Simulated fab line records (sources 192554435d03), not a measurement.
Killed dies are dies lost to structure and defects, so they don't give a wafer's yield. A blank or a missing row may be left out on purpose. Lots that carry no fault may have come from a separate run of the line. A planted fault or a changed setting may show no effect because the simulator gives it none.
A struck lot beside a sound one || flow n5 finfet || 20 steps out of a route of 1938
Sound: the wafers L776.2, L776.4, L776.5. Wafers L778.1, L778.2, L778.3 were the ones struck. At the end, the cause is stated.
Order at every step that has rows: each side's tool, ch and its chambers, its first start. Under that, the readings that differ: sound wafers || struck wafers || difference of the means || sigmas: that difference in standard deviations of wafers without a fault.
alike: readings whose means differ by less than 2 such deviations, and words and numbers that are the same on both sides. not compared: withheld readings, readings that some wafer has no value for, bounds like >300 that may hide the same value, and numbers for which the record gives no deviation and whose values overlap.
Wherever a step has rows on one side only, a row that says differs or no value, or a row with sigmas, the two part there. Numbers that have no deviation but don't overlap get no sigmas and don't part them. Lack of a reading on every wafer of one side parts them only where that side has two or more wafers.

first, 9 steps without rows for these wafers: N5_BEOL_M7_ILD_DEP_00 (deposits SiCOH lowk from DEMS/porogen, target thk 179.75 nm, time 33.4 s); N5_BEOL_M7_CURE_74 (cures SiCOH lowk, time 240 s); N5_BEOL_M7_PECVD_70 (deposits SiO2 from TEOS/O2, target thk 20 nm, time 22.7 s); N5_BEOL_M7_HM_DEP_02 (deposits TiN, target thk 20 nm); N5_BEOL_M7_COAT_59 (time 60 s, resist thk 100 nm); N5_BEOL_M7_COAT_60 (time 60 s, resist thk 35 nm); N5_BEOL_M7_COAT_05 (resist thk 90 nm); N5_BEOL_M7_EBR_07; N5_BEOL_M7_SOFTBAKE_06 (time 60 s).
N5_BEOL_M7_EXPOSE_08: exposes mask M7.
  sound on arfi scanner-03 ch 0, day 12 10:08; struck on arfi scanner-02 ch 0, day 12 20:53
{"reading": "exposure dose mJ cm2", "sound": "68.33 68.27 68.31", "struck": "69.43 69.44 69.40", "difference": "+1.12", "sigmas": "+16"}
  alike: mask
then, 3 steps without rows for these wafers: N5_BEOL_M7_PEB_09 (peb time 60 s); N5_BEOL_M7_DEVELOP_10 (develop time 30 s); N5_BEOL_M7_DESCUM_16 (chemistry O2, time 7.9 s).
N5_BEOL_M7_ETCH_61: etches SiARC in CF4, target depth 45.5 nm, time 75.8 s.
  sound on rie diel-06 ch 0,2, day 12 10:23; struck on rie diel-02 ch 0,2,3, day 12 21:08
{"reading": "oes product au (a.u.)", "sound": "0.75 0.69 0.75", "struck": "0.61 0.59 0.62", "difference": -0.12, "sigmas": -2}
  alike: drypump motor current A, etch rf on time s, mfc ar sccm, rf vpp V, showerhead plenum p Torr, throttle valve pct
  not compared: rf hours counter h, model.BEOL_M7.cd offset nm
then, 3 steps without rows for these wafers: N5_BEOL_M7_ETCH_62 (etches SOC in N2/H2, target depth 110 nm, overetch 22 nm, time 165 s); N5_BEOL_M7_STRIP_68 (strips in N2/H2); N5_BEOL_M7_STRIP_67 (strips in CF4).
N5_BEOL_M7_HM_OPEN_17: chemistry Cl2/BCl3, target TiN, target depth 20 nm, overetch 6 nm.
  sound on rie metal-03 ch 0,1, day 12 10:37; struck on rie metal-03 ch 0,1, day 12 21:23
  alike: drypump motor current A, he backside leak sccm, mfc ar sccm, oes product au, throttle valve pct
  not compared: rf hours counter h, model.BEOL_M7.cd offset nm
then, 1 step without rows for these wafers: N5_BEOL_M7_STRIP_19 (strips in O2).
N5_PASSIVATION_PROBE_49:
  sound wafers here have rows in the record (prober-02, day 16 00:19); struck ones have none

WHERE THEY PART
At N5_BEOL_M7_EXPOSE_08 first; at N5_PASSIVATION_PROBE_49 last (within this record only).

WHY: what the simulator had put in
Process parameter drift: arfi scanner-02, from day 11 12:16 on, at N5_BEOL_M7_EXPOSE_08. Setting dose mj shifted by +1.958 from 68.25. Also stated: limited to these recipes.
